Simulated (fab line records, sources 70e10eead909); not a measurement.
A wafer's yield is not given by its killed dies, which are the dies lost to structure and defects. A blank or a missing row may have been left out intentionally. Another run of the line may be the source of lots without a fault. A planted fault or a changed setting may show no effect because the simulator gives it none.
Chamber matching	flow nand-harc	4 sister chambers for NHARC_A_STAIRCASE_TRIM_20 on rie-diel-13
The step chemistry O2, time 211.2 s. 14 wafers are shown with their chamber, then 7 later ones without.

EACH WAFER AND ITS CHAMBER
wafer	chamber	drypump-motor-current-A (A)	showerhead-plenum-p-Torr (Torr)	oes-product-au (a.u.)
L074.3	1	5.6	3.43	1.007
L074.5	1	5.6	3.43	0.992
L074.6	0	5.3	3.33	0.994
L078.1	1	5.5	3.42	0.997
L078.5	0	5.3	3.33	0.997
L078.6	3	5.7	3.47	0.999
L084.1	3	5.7	3.46	0.991
L084.2	1	5.5	3.41	1.003
L084.6	2	5.7	3.47	1.007
L088.2	1	5.5	3.40	0.993
L088.3	2	5.6	3.46	1.007
L088.5	3	5.7	3.45	0.994
L091.2	0	5.3	3.30	1.006
L091.4	1	5.6	3.40	0.994

SIGNATURES (means of the wafers above)
reading	chamber 0	chamber 1	chamber 2	chamber 3	scatter within a chamber
drypump-motor-current-A	5.300	5.550	5.650	5.700	0.0447
showerhead-plenum-p-Torr	3.3200	3.4150	3.4650	3.4600	0.0134
oes-product-au	0.99900	0.99767	1.00700	0.99467	0.00542
Rule: a wafer lies at a distance from a chamber equal to the root of the sum of squares, over the readings, of (its reading less the chamber's mean, divided by the reading's scatter). If the next closest chamber is less than 2 further off than the closest, the wafer can't be placed; otherwise it belongs to the closest. How the scatter is found: for the shown wafers, subtract from each reading the mean of its chamber, square and add these, divide the total by (wafers less chambers), then take the root.

WAFERS WHOSE CHAMBER IS MISSING
wafer	drypump-motor-current-A (A)	showerhead-plenum-p-Torr (Torr)	oes-product-au (a.u.)
L091.6	5.3	3.30	1.000
L094.1	5.7	3.44	1.009
L094.4	5.6	3.46	1.010
L094.5	5.3	3.30	0.991
L095.2	5.5	3.39	1.006
L095.5	5.3	3.30	1.000
L095.6	5.6	3.39	0.996

EACH ONE'S CHAMBER
wafer	from the rows above	in truth
L091.6	0	0
L094.1	can't be placed: 2 or 3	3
L094.4	2	2
L094.5	0	0
L095.2	1	1
L095.5	0	0
L095.6	1	1
Correctly placed: 6 of 7. Can't be placed from these rows: 1 (the true chamber is among the candidates in 1). Placed wrongly: 0.
